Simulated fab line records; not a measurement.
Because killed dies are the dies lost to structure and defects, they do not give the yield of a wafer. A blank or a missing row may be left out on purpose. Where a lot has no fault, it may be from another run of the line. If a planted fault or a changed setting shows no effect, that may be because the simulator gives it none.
Struck lot and sound lot, side by side + flow n5_finfet + 15 out of 1938 route steps
Sound: the wafers L586.4, L586.5, L586.6. Wafers struck: L591.1, L591.2, L591.4. The cause is given at the end.
Each step with rows lists, per side, the tool, then ch with its chambers, then its first start. Under that, the readings that differ: sound wafers + struck wafers + difference of the means + sigmas: that difference in standard deviations of wafers without a fault.
alike: same words and numbers on both sides, and readings whose means sit less than 2 such deviations apart. not compared: any withheld reading, any reading some wafer has no value for, any bound like >300 that may hide the same value, and any number with overlapping values for which the record gives no deviation.
Wherever a step has rows on one side only, a row that says differs or no value, or a row with sigmas, the two part there. Numbers that have no deviation but don't overlap get no sigmas and don't part them. A reading that every wafer of one side lacks parts them only if that side has two wafers or more.

N5_BEOL_M9_ANNEAL_51: time 90 s.
  sound on rtp_anneal-01 ch 0, day 11 02:14; struck on rtp_anneal-02 ch 0, day 11 14:52
| reading          | sound             | struck            | difference | sigmas |
|------------------|-------------------|-------------------|------------|--------|
| wafer_temp_C_max | 225.6 225.7 225.4 | 226.6 226.2 226.5 | +0.9       | +2     |
N5_BEOL_M9_CMP_52: polishes, stops on SiCOH lowk, t overpolish 7 s, target thk 140 nm.
  sound on cmp-03 ch 0,1, day 11 02:23; struck on cmp-01 ch 1,2,3, day 11 15:12
  alike: barrier_field_endpoint_s, motor_current_A, overpolish_run_s, time_to_endpoint_s
N5_BEOL_M9_THK_MEAS_53: measures by xrf.
  sound on film_metro-01, day 11 02:41; struck on film_metro-01, day 11 15:28
  alike: M9_THK
then, 2 steps without rows for these wafers: N5_BEOL_M9_PRE_CLEAN_55 (time 15 s); N5_BEOL_M9_DEP_56 (deposits SiCN from 3MS/NH3, target thk 15 nm, time 26.5 s).
N5_BEOL_M9_RS_MEAS_57: the measuring method here is four-point-probe.
  sound on film_metro-01, day 11 02:50; struck on film_metro-01, day 11 15:36
  alike: M9_RS
N5_BEOL_M9_INSPECT_58: inspects for defects (darkfield).
  sound on defect_inspect-02, day 11 02:51; struck on defect_inspect-02, day 11 15:37
  alike: raw_defect_count
then, 1 step without rows for these wafers: N5_BEOL_M10_ILD_DEP_00 (deposits SiCOH lowk from DEMS/porogen, target thk 308.51 nm, time 58 s).
N5_BEOL_M10_CURE_71: cures SiCOH lowk, time 240 s.
  sound on uv_cure-02 ch 1, day 11 03:13; struck on uv_cure-01 ch 2, day 11 16:17
| reading          | sound             | struck            | difference | sigmas |
|------------------|-------------------|-------------------|------------|--------|
| wafer_temp_C_max | 386.8 387.9 387.5 | 386.2 385.9 386.2 | -1.3       | -2     |
  alike: lamp_power_pct
N5_BEOL_M10_THK_MEAS_01:
  sound on film_metro-02, day 11 03:29; struck on film_metro-02, day 11 16:48
  alike: M10_ILD_THK
N5_BEOL_M10_PECVD_70: deposits SiO2 from TEOS/O2, target thk 20 nm, time 22.7 s.
  sound on pecvd-03 ch 0,1,2, day 11 03:32; struck on pecvd-03 ch 0,2, day 11 16:50
  alike: heater_power_outer_w, heater_power_w, showerhead_plenum_p_Torr, throttle_valve_pct
N5_BEOL_M10_HM_DEP_02: deposits TiN, target thk 20 nm.
  sound on pvd_sputter-02, day 11 03:58; struck on pvd_sputter-01, day 11 17:37
  alike: chamber_pressure_pa, throttle_valve_pct
N5_BEOL_M10_COAT_59: time 60 s, resist thk 100 nm.
  sound on litho_track-02 ch 0, day 11 04:06; struck on litho_track-02 ch 0, day 11 17:46
| reading                  | sound                | struck               | difference | sigmas |
|--------------------------|----------------------|----------------------|------------|--------|
| heater_power_total_W (W) | 498.8 502.9 501.3    | 494.9 497.2 494.6    | -5.4       | -3     |
| plate_temp_C (C)         | 249.99 250.19 249.96 | 247.62 247.50 247.84 | -2.39      | -14    |
then, 1 step without rows for these wafers: N5_BEOL_M10_COAT_60 (time 60 s, resist thk 30 nm).
-- record jumps: 2 days separate the struck wafers' starts on either side; left off in module BEOL_M10, taken up again in module PASSIVATION, whose first shown step is the route's number 1936 --
N5_PASSIVATION_PROBE_49:
  sound on prober-01, day 13 07:08; struck on prober-01, day 14 01:16
  alike: defect_limited_yield, killed_at_M0_to_M3, killed_at_M4_up, killed_at_contacts, killed_at_front_end, killed_at_other, killed_dies, killed_open, killed_short, sort_bin_4_leakage, sort_bin_5_function, sort_bin_6_memory, sort_n_pass, sort_yield_pct

== WHERE THEY PART ==
First at N5_BEOL_M9_ANNEAL_51; last, within this record, at N5_BEOL_M10_COAT_59. Later steps at which nothing parts them and some readings are alike: N5_PASSIVATION_PROBE_49.

WHY: what the simulator had put in
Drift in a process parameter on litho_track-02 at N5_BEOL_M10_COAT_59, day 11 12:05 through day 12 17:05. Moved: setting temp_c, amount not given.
